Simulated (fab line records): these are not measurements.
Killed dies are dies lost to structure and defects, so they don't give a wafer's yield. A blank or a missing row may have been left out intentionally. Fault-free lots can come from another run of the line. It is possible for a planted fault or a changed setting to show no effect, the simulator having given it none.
fab line records	flow n5Finfet
record: lots: 24	wafers: 72	lastDay: 19
route steps=1938 shown BEOL_M4@1096 BEOL_M5@1168 BEOL_M6@1227 BEOL_M7@1278
lots untouched by any fault: they come from a run of this same line in which no faults occurred
startH: hours from the record's opening day to when the first of the lot's shown wafers began	waitH: how many hours have passed since the lot's step before this one	" as in the row above	L1.1+2: one row covering several wafers at once	- no value, or no start was given	* or withheld: withheld	< > ~ a bound
route shown NAME@n: NAME is a module with steps in the file, n the number in the route of the first one	usual: mean/standard deviation of fault-free wafers	same: alike in all rows	chamber/n: place in a boat	sites: the reading at each site	_std_site: their standard deviation	_edge_site: inner sites' mean taken away from outer sites' mean	radiusMm: how far each site lies from the wafer's centre	mask NAME#n: copy n	behind: the last tool/chamber to shape the wafer	hold: reason for holding the lot/hours on hold/outcome of the hold	device: the transistor (n, p or np) that didn't switch	end of line: the route-end tests of the same wafers	for a step that has no rows: nothing shown but its recipe	killed: dies that structure and defects cost at the first sort, which is not the same as the wafer's yield	map: a wafer's dies, marking killed ones x, the rest . and places with no die _
set.NAME: the setting that was run; set.NAME@STEP: the one run at that earlier step	model.NAME: the simulator's own value behind a step, which no gauge read
a sample of lots followed through the steps of the route, with each step as a table and each wafer as a row
== steps ==
step: N5_BEOL_M4_SPUTTER_92
recipe: material: Cu	targetThkA: 45	tempC: -20	chamberPressurePa: 0.07	powerW: withheld	timeS: 8.29
usual: chuckSensorTempC: -15.9/0.47	throttleValvePct: 29.7/1.1
lot.wafer	tool	chamber	startH	waitH	chuckSensorTempC	throttleValvePct
L074.1	pvdSputter-01	-	162.03	0.1	-16.0	30.0
L074.3	"	-	"	"	-16.3	30.0
L074.5	"	-	"	"	-16.3	29.8
L077.1	pvdSputter-02	-	176.74	0.1	-15.9	29.4
L077.4	"	-	"	"	-15.2	29.6
L077.6	"	-	"	"	-15.1	29.6
L075.2	pvdSputter-01	-	179.28	0.1	-16.2	30.2
L075.4	"	-	"	"	-15.8	29.6
L075.6	"	-	"	"	-16.4	29.8
L076.1	pvdSputter-02	-	179.46	0.1	-15.2	29.5
L076.4	"	-	"	"	-15.7	29.5
L076.6	"	-	"	"	-15.1	29.7
L078.2	pvdSputter-01	-	192.12	0.1	-16.1	30.0
L078.4	"	-	"	"	-16.1	27.0
L078.6	"	-	"	"	-16.3	30.3
L079.2	pvdSputter-03	-	218.25	0.1	-16.5	30.3
L079.3	"	-	"	"	-16.0	28.4
L079.5	"	-	"	"	-16.1	28.4
L080.1	pvdSputter-02	-	219.34	0.1	-15.7	31.5
L080.3	"	-	"	"	-16.0	29.1
L080.5	"	-	"	"	-15.1	29.5
L082.1	pvdSputter-02	-	222.25	0.1	-15.9	29.3
L082.4	"	-	"	"	-15.2	29.8
L082.5	"	-	"	"	-15.8	31.6
L081.1	pvdSputter-03	-	225.95	0.1	-16.2	29.0
L081.2	"	-	"	"	-16.3	30.9
L081.6	"	-	"	"	-16.3	31.0
L083.2	pvdSputter-02	-	228.74	0.1	-15.1	29.5
L083.4	"	-	"	"	-15.6	31.6
L083.6	"	-	"	"	-15.9	29.1
L085.2	pvdSputter-03	-	249.83	0.1	-16.2	28.4
L085.5	"	-	"	"	-16.5	30.2
L085.6	"	-	"	"	-16.1	29.0
L084.2	pvdSputter-02	-	250.85	0.1	-15.4	29.5
L084.5	"	-	"	"	-15.0	29.8
L084.6	"	-	"	"	-15.1	29.9
L087.2	pvdSputter-03	-	253.53	0.1	-15.9	29.1
L087.3	"	-	"	"	-16.2	31.1
L087.6	"	-	"	"	-16.7	30.4
L088.2	pvdSputter-01	-	255.32	0.1	-16.1	26.7
L088.3	"	-	"	"	-16.2	30.2
L088.4	"	-	"	"	-16.1	30.2
L086.1	pvdSputter-01	-	257.16	0.1	-16.1	27.0
L086.3	"	-	"	"	-16.4	30.2
L086.5	"	-	"	"	-16.3	30.3
L089.1	pvdSputter-01	-	262.38	0.1	-16.5	30.3
L089.4	"	-	"	"	-16.0	30.1
L089.6	"	-	"	"	-16.3	30.3
L090.3	pvdSputter-02	-	267.35	0.1	-15.0	29.8
L090.4	"	-	"	"	-15.8	31.6
L090.6	"	-	"	"	-15.0	29.9
L091.2	pvdSputter-01	-	277.73	0.1	-16.2	30.0
L091.5	"	-	"	"	-16.1	27.0
L091.6	"	-	"	"	-16.3	30.2
L092.3	pvdSputter-02	-	286.69	0.1	-15.8	31.5
L092.5	"	-	"	"	-14.9	29.7
L092.6	"	-	"	"	-15.6	31.7
L093.2	pvdSputter-02	-	296.51	0.1	-16.0	29.3
L093.3	"	-	"	"	-15.6	31.6
L093.4	"	-	"	"	-15.1	29.7
L095.2	pvdSputter-02	-	314.75	0.1	-15.0	29.3
L095.5	"	-	"	"	-16.1	29.3
L095.6	"	-	"	"	-15.7	31.7
L094.3	pvdSputter-03	-	318.89	0.1	-16.0	28.9
L094.5	"	-	"	"	-16.0	29.1
L094.6	"	-	"	"	-16.6	30.3
L096.1	pvdSputter-03	-	323.18	0.1	-16.0	30.8
L096.2	"	-	"	"	-15.9	28.5
L096.5	"	-	"	"	-16.0	28.4
L097.3	pvdSputter-03	-	346.57	0.1	-16.7	30.1
L097.4	"	-	"	"	-16.1	29.0
L097.5	"	-	"	"	-16.8	30.1
step: N5_BEOL_M4_SPUTTER_94
recipe: material: Cu	targetThkA: 45	tempC: -20	chamberPressurePa: 0.07	powerW: withheld	timeS: 8.29
usual: chuckSensorTempC: -15.9/0.47	throttleValvePct: 29.7/1.1
lot.wafer	tool	chamber	startH	waitH	chuckSensorTempC	throttleValvePct
L074.1	pvdSputter-01	-	162.25	0.1	-16.1	30.1
L074.3	"	-	"	"	-16.5	30.1
L074.5	"	-	"	"	-16.0	30.0
L077.1	pvdSputter-02	-	176.96	0.1	-15.9	29.3
L077.4	"	-	"	"	-15.2	29.3
L077.6	"	-	"	"	-15.0	29.7
L075.2	pvdSputter-01	-	179.50	0.1	-16.1	30.0
L075.4	"	-	"	"	-15.7	30.0
L075.6	"	-	"	"	-16.3	30.0
L076.1	pvdSputter-02	-	179.68	0.1	-15.1	29.4
L076.4	"	-	"	"	-15.9	28.9
L076.6	"	-	"	"	-15.1	29.4
L078.2	pvdSputter-01	-	192.34	0.1	-15.9	30.2
L078.4	"	-	"	"	-16.0	27.0
L078.6	"	-	"	"	-16.3	30.2
L079.2	pvdSputter-03	-	218.47	0.1	-16.7	30.1
L079.3	"	-	"	"	-16.3	28.3
L079.5	"	-	"	"	-15.9	28.3
L080.1	pvdSputter-02	-	219.56	0.1	-15.8	31.5
L080.3	"	-	"	"	-16.0	29.1
L080.5	"	-	"	"	-15.0	29.6
L082.1	pvdSputter-02	-	222.47	0.1	-15.9	29.2
L082.4	"	-	"	"	-15.1	29.7
L082.5	"	-	"	"	-15.6	31.5
L081.1	pvdSputter-03	-	226.17	0.1	-16.0	28.9
L081.2	"	-	"	"	-16.2	31.1
L081.6	"	-	"	"	-16.3	30.8
L083.2	pvdSputter-02	-	228.96	0.1	-15.1	29.5
L083.4	"	-	"	"	-15.7	31.3
L083.6	"	-	"	"	-16.1	29.1
L085.2	pvdSputter-03	-	250.05	0.1	-15.8	28.7
L085.5	"	-	"	"	-16.4	30.3
L085.6	"	-	"	"	-16.0	28.9
L084.2	pvdSputter-02	-	251.07	0.1	-15.3	29.7
L084.5	"	-	"	"	-15.1	29.6
L084.6	"	-	"	"	-15.0	29.7
L087.2	pvdSputter-03	-	253.75	0.1	-16.0	29.3
L087.3	"	-	"	"	-16.4	30.9
L087.6	"	-	"	"	-16.7	30.0
L088.2	pvdSputter-01	-	255.54	0.1	-16.1	26.8
L088.3	"	-	"	"	-16.3	29.9
L088.4	"	-	"	"	-16.2	30.3
L086.1	pvdSputter-01	-	257.38	0.1	-16.1	27.2
L086.3	"	-	"	"	-16.0	30.0
L086.5	"	-	"	"	-16.2	30.1
L089.1	pvdSputter-01	-	262.60	0.1	-16.3	30.1
L089.4	"	-	"	"	-16.0	30.1
L089.6	"	-	"	"	-16.4	30.2
L090.3	pvdSputter-02	-	267.57	0.1	-15.1	29.8
L090.4	"	-	"	"	-15.7	31.4
L090.6	"	-	"	"	-15.1	29.6
L091.2	pvdSputter-01	-	277.95	0.1	-16.1	30.0
L091.5	"	-	"	"	-16.0	26.9
L091.6	"	-	"	"	-16.2	30.3
L092.3	pvdSputter-02	-	286.91	0.1	-15.5	31.8
L092.5	"	-	"	"	-15.1	29.6
L092.6	"	-	"	"	-15.7	31.4
L093.2	pvdSputter-02	-	296.73	0.1	-16.0	29.4
L093.3	"	-	"	"	-15.6	31.6
L093.4	"	-	"	"	-15.2	29.8
L095.2	pvdSputter-02	-	314.97	0.1	-15.1	29.6
L095.5	"	-	"	"	-16.0	29.3
L095.6	"	-	"	"	-15.7	31.5
L094.3	pvdSputter-03	-	319.11	0.1	-16.0	29.1
L094.5	"	-	"	"	-16.0	29.0
L094.6	"	-	"	"	-16.7	30.0
L096.1	pvdSputter-03	-	323.40	0.1	-16.3	31.3
L096.2	"	-	"	"	-16.2	28.4
L096.5	"	-	"	"	-16.0	28.6
L097.3	pvdSputter-03	-	346.79	0.1	-16.7	30.2
L097.4	"	-	"	"	-16.1	29.0
L097.5	"	-	"	"	-16.7	30.2
step: N5_BEOL_M4_RS_MEAS_58
recipe: thkMeasGauge: four-point-probe	reads: Co_of_BEOL_M4_CO_CAP_55+Cu_of_BEOL_M4_ECD_50+Co_of_BEOL_M4_CVD_47+TaN_of_BEOL_M4_ALD_84
usual: M4_RS: 0.674/0.029
lot.wafer	tool	chamber	startH	waitH	M4_RS[ohm/sq]
L074.1	filmMetro-01	-	163.55	0.0	0.685
L074.3	"	-	"	"	0.680
L074.5	"	-	"	"	0.686
L077.1	filmMetro-02	-	178.24	0.0	0.708
L077.4	"	-	"	"	0.668
L077.6	"	-	"	"	0.693
L075.2	filmMetro-01	-	180.77	0.1	0.656
L075.4	"	-	"	"	0.637
L075.6	"	-	"	"	0.662
L076.1	filmMetro-01	-	180.95	0.0	0.647
L076.4	"	-	"	"	0.705
L076.6	"	-	"	"	0.677
L078.2	filmMetro-01	-	193.61	0.1	0.678
L078.4	"	-	"	"	0.734
L078.6	"	-	"	"	0.630
L079.2	filmMetro-01	-	219.74	0.1	0.694
L079.3	"	-	"	"	0.743
L079.5	"	-	"	"	0.716
L080.1	filmMetro-02	-	220.92	0.1	0.662
L080.3	"	-	"	"	0.693
L080.5	"	-	"	"	0.680
L082.1	filmMetro-02	-	223.96	0.1	0.659
L082.4	"	-	"	"	0.627
L082.5	"	-	"	"	0.694
L081.1	filmMetro-01	-	227.53	0.1	0.658
L081.2	"	-	"	"	0.665
L081.6	"	-	"	"	0.655
L083.2	filmMetro-02	-	230.24	0.1	0.647
L083.4	"	-	"	"	0.678
L083.6	"	-	"	"	0.658
L085.2	filmMetro-02	-	251.32	0.1	0.649
L085.5	"	-	"	"	0.656
L085.6	"	-	"	"	0.678
L084.2	filmMetro-01	-	252.44	0.1	0.712
L084.5	"	-	"	"	0.640
L084.6	"	-	"	"	0.719
L087.2	filmMetro-01	-	255.18	0.1	0.636
L087.3	"	-	"	"	0.664
L087.6	"	-	"	"	0.619
L088.2	filmMetro-01	-	256.82	0.1	0.681
L088.3	"	-	"	"	0.680
L088.4	"	-	"	"	0.742
L086.1	filmMetro-01	-	258.91	0.0	0.701
L086.3	"	-	"	"	0.689
L086.5	"	-	"	"	0.680
L089.1	filmMetro-02	-	263.87	0.0	0.678
L089.4	"	-	"	"	0.693
L089.6	"	-	"	"	0.673
L090.3	filmMetro-01	-	268.87	0.1	0.635
L090.4	"	-	"	"	0.674
L090.6	"	-	"	"	0.637
L091.2	filmMetro-01	-	279.50	0.1	0.732
L091.5	"	-	"	"	0.666
L091.6	"	-	"	"	0.726
L092.3	filmMetro-01	-	288.19	0.1	0.690
L092.5	"	-	"	"	0.684
L092.6	"	-	"	"	0.669
L093.2	filmMetro-02	-	298.00	0.1	0.630
L093.3	"	-	"	"	0.673
L093.4	"	-	"	"	0.663
L095.2	filmMetro-01	-	316.24	0.1	0.702
L095.5	"	-	"	"	0.720
L095.6	"	-	"	"	0.670
L094.3	filmMetro-02	-	320.47	0.1	0.641
L094.5	"	-	"	"	0.644
L094.6	"	-	"	"	0.664
L096.1	filmMetro-01	-	324.68	0.0	0.662
L096.2	"	-	"	"	0.661
L096.5	"	-	"	"	0.643
L097.3	filmMetro-01	-	348.07	0.1	0.633
L097.4	"	-	"	"	0.646
L097.5	"	-	"	"	0.600
step: N5_BEOL_M5_CD_MEAS_35
recipe: targetCdNm: 28	targetCdYNm: 24	polarity: opening
usual: cdNm: 28.0/0.36
lot.wafer	tool	chamber	startH	waitH	cdNm
L074.1	cdSem-01	-	167.79	0.0	27.6
L074.3	"	-	"	"	28.2
L074.5	"	-	"	"	27.6
L077.1	cdSem-03	-	184.57	0.0	27.8
L077.4	"	-	"	"	27.5
L077.6	"	-	"	"	28.2
L076.1	cdSem-03	-	191.29	0.0	27.3
L076.4	"	-	"	"	28.3
L076.6	"	-	"	"	28.3
L075.2	cdSem-01	-	191.76	0.0	28.1
L075.4	"	-	"	"	27.3
L075.6	"	-	"	"	28.0
L078.2	cdSem-01	-	202.82	0.0	28.2
L078.4	"	-	"	"	28.0
L078.6	"	-	"	"	28.0
L079.2	cdSem-01	-	227.24	0.0	29.0
L079.3	"	-	"	"	27.9
L079.5	"	-	"	"	28.1
L080.1	cdSem-02	-	227.26	0.0	27.0
L080.3	"	-	"	"	27.8
L080.5	"	-	"	"	27.8
L082.1	cdSem-01	-	229.81	0.0	28.4
L082.4	"	-	"	"	27.2
L082.5	"	-	"	"	28.3
L081.1	cdSem-01	-	234.08	0.0	27.9
L081.2	"	-	"	"	27.5
L081.6	"	-	"	"	27.7
L083.2	cdSem-03	-	238.71	0.0	27.9
L083.4	"	-	"	"	27.6
L083.6	"	-	"	"	27.7
L084.2	cdSem-03	-	258.27	0.0	27.7
L084.5	"	-	"	"	27.7
L084.6	"	-	"	"	27.8
L085.2	cdSem-01	-	258.30	0.0	28.7
L085.5	"	-	"	"	28.5
L085.6	"	-	"	"	28.6
L087.2	cdSem-03	-	263.86	0.0	28.0
L087.3	"	-	"	"	27.7
L087.6	"	-	"	"	27.9
L088.2	cdSem-01	-	263.92	0.0	27.7
L088.3	"	-	"	"	28.2
L088.4	"	-	"	"	28.1
L089.1	cdSem-01	-	269.73	0.0	27.9
L089.4	"	-	"	"	28.3
L089.6	"	-	"	"	28.1
L086.1	cdSem-02	-	269.78	0.0	27.8
L086.3	"	-	"	"	27.9
L086.5	"	-	"	"	27.6
L090.3	cdSem-02	-	275.81	0.0	28.0
L090.4	"	-	"	"	27.7
L090.6	"	-	"	"	28.2
L091.2	cdSem-03	-	286.83	0.0	28.4
L091.5	"	-	"	"	28.5
L091.6	"	-	"	"	28.0
L092.3	cdSem-02	-	295.47	0.0	28.3
L092.5	"	-	"	"	27.9
L092.6	"	-	"	"	27.9
L093.2	cdSem-02	-	302.64	0.0	27.8
L093.3	"	-	"	"	27.9
L093.4	"	-	"	"	28.2
L095.2	cdSem-01	-	324.25	0.0	28.0
L095.5	"	-	"	"	28.1
L095.6	"	-	"	"	28.2
L094.3	cdSem-01	-	327.64	0.0	28.2
L094.5	"	-	"	"	28.3
L094.6	"	-	"	"	28.1
L096.1	cdSem-02	-	329.49	0.0	28.7
L096.2	"	-	"	"	28.0
L096.5	"	-	"	"	28.1
L097.3	cdSem-02	-	353.66	0.0	27.7
L097.4	"	-	"	"	26.9
L097.5	"	-	"	"	27.7
step: N5_BEOL_M6_CD_MEAS_28
recipe: targetCdNm: 40	landingEnergyEv: 500	detector: seInlens
usual: cdNm: 40.02/0.25
lot.wafer	tool	chamber	startH	waitH	cdNm
L074.1	cdSem-01	0	179.95	-	39.61
L074.3	"	0	"	"	39.69
L074.5	"	0	"	"	40.14
L077.1	cdSem-02	0	200.19	-	40.19
L077.4	"	0	"	"	39.40
L077.6	"	0	"	"	39.50
L076.1	cdSem-02	0	202.24	-	40.40
L076.4	"	0	"	"	40.00
L076.6	"	0	"	"	40.30
L075.2	cdSem-02	0	210.25	-	39.42
L075.4	"	0	"	"	39.74
L075.6	"	0	"	"	39.71
L078.2	cdSem-03	0	218.60	-	40.10
L078.4	"	0	"	"	39.85
L078.6	"	0	"	"	40.31
L080.1	cdSem-02	0	242.77	-	39.86
L080.3	"	0	"	"	39.84
L080.5	"	0	"	"	39.92
L079.2	cdSem-02	0	242.94	-	40.00
L079.3	"	0	"	"	39.89
L079.5	"	0	"	"	40.43
L082.1	cdSem-02	0	243.11	-	40.19
L082.4	"	0	"	"	40.11
L082.5	"	0	"	"	40.16
L081.1	cdSem-02	0	247.21	-	39.89
L081.2	"	0	"	"	39.91
L081.6	"	0	"	"	39.82
L083.2	cdSem-01	0	250.03	-	40.60
L083.4	"	0	"	"	39.79
L083.6	"	0	"	"	39.98
L085.2	cdSem-03	0	269.83	-	40.64
L085.5	"	0	"	"	40.48
L085.6	"	0	"	"	40.38
L084.2	cdSem-01	0	273.63	-	39.91
L084.5	"	0	"	"	40.03
L084.6	"	0	"	"	39.92
L087.2	cdSem-03	0	275.15	-	39.51
L087.3	"	0	"	"	40.59
L087.6	"	0	"	"	39.82
L088.2	cdSem-01	0	278.61	-	39.75
L088.3	"	0	"	"	40.24
L088.4	"	0	"	"	39.73
L089.1	cdSem-02	0	280.05	-	40.05
L089.4	"	0	"	"	40.28
L089.6	"	0	"	"	39.84
L086.1	cdSem-02	0	280.34	-	40.01
L086.3	"	0	"	"	39.87
L086.5	"	0	"	"	40.28
L090.3	cdSem-02	0	292.61	-	39.88
L090.4	"	0	"	"	39.91
L090.6	"	0	"	"	39.89
L091.2	cdSem-01	0	300.42	-	40.09
L091.5	"	0	"	"	40.25
L091.6	"	0	"	"	40.20
L092.3	cdSem-01	0	307.75	-	40.14
L092.5	"	0	"	"	39.98
L092.6	"	0	"	"	40.12
L093.2	cdSem-02	0	315.25	-	40.07
L093.3	"	0	"	"	39.84
L093.4	"	0	"	"	39.82
L095.2	cdSem-01	0	338.35	-	40.01
L095.5	"	0	"	"	39.98
L095.6	"	0	"	"	39.77
L094.3	cdSem-03	0	340.19	-	40.19
L094.5	"	0	"	"	40.17
L094.6	"	0	"	"	40.12
L096.1	cdSem-03	0	341.40	-	39.83
L096.2	"	0	"	"	39.74
L096.5	"	0	"	"	39.85
L097.3	cdSem-03	0	364.22	-	40.52
L097.4	"	0	"	"	40.34
L097.5	"	0	"	"	40.39
step: N5_BEOL_M7_INSPECT_13
recipe: mode: adi	inspectInstrument: brightfield
usual: rawDefectCount: 404/93
lot.wafer	tool	chamber	startH	waitH	rawDefectCount
L074.1	defectInspect-01	-	186.04	0.0	421
L074.3	"	-	"	"	390
L074.5	"	-	"	"	557
L077.1	defectInspect-01	-	206.34	0.0	415
L077.4	"	-	"	"	438
L077.6	"	-	"	"	515
L076.1	defectInspect-02	-	209.22	0.0	429
L076.4	"	-	"	"	381
L076.6	"	-	"	"	363
L075.2	defectInspect-01	-	219.68	0.0	342
L075.4	"	-	"	"	341
L075.6	"	-	"	"	347
L078.2	defectInspect-01	-	223.64	0.0	508
L078.4	"	-	"	"	426
L078.6	"	-	"	"	288
L080.1	defectInspect-01	-	248.40	0.0	389
L080.3	"	-	"	"	403
L080.5	"	-	"	"	330
L079.2	defectInspect-02	-	248.57	0.0	649
L079.3	"	-	"	"	629
L079.5	"	-	"	"	372
L082.1	defectInspect-02	-	248.74	0.0	313
L082.4	"	-	"	"	417
L082.5	"	-	"	"	265
L081.1	defectInspect-01	-	254.80	0.0	283
L081.2	"	-	"	"	394
L081.6	"	-	"	"	310
L083.2	defectInspect-02	-	254.88	0.0	412
L083.4	"	-	"	"	432
L083.6	"	-	"	"	420
L085.2	defectInspect-02	-	276.50	0.0	595
L085.5	"	-	"	"	426
L085.6	"	-	"	"	624
L084.2	defectInspect-01	-	279.47	0.0	413
L084.5	"	-	"	"	348
L084.6	"	-	"	"	308
L087.2	defectInspect-01	-	284.17	0.0	385
L087.3	"	-	"	"	571
L087.6	"	-	"	"	414
L088.2	defectInspect-02	-	284.40	0.0	470
L088.3	"	-	"	"	299
L088.4	"	-	"	"	416
L086.1	defectInspect-01	-	287.62	0.0	315
L086.3	"	-	"	"	300
L086.5	"	-	"	"	270
L089.1	defectInspect-02	-	287.84	0.0	309
L089.4	"	-	"	"	494
L089.6	"	-	"	"	390
L090.3	defectInspect-02	-	298.07	0.0	437
L090.4	"	-	"	"	354
L090.6	"	-	"	"	396
L091.2	defectInspect-01	-	305.74	0.0	312
L091.5	"	-	"	"	187
L091.6	"	-	"	"	240
L092.3	defectInspect-01	-	316.59	0.0	369
L092.5	"	-	"	"	295
L092.6	"	-	"	"	321
L093.2	defectInspect-02	-	320.25	0.0	416
L093.3	"	-	"	"	341
L093.4	"	-	"	"	497
L095.2	defectInspect-01	-	343.91	0.0	416
L095.5	"	-	"	"	482
L095.6	"	-	"	"	453
L094.3	defectInspect-02	-	345.21	0.0	537
L094.5	"	-	"	"	327
L094.6	"	-	"	"	519
L096.1	defectInspect-02	-	347.72	0.0	596
L096.2	"	-	"	"	476
L096.5	"	-	"	"	364
L097.3	defectInspect-02	-	368.34	0.0	523
L097.4	"	-	"	"	525
L097.5	"	-	"	"	589
== key ==
fault none
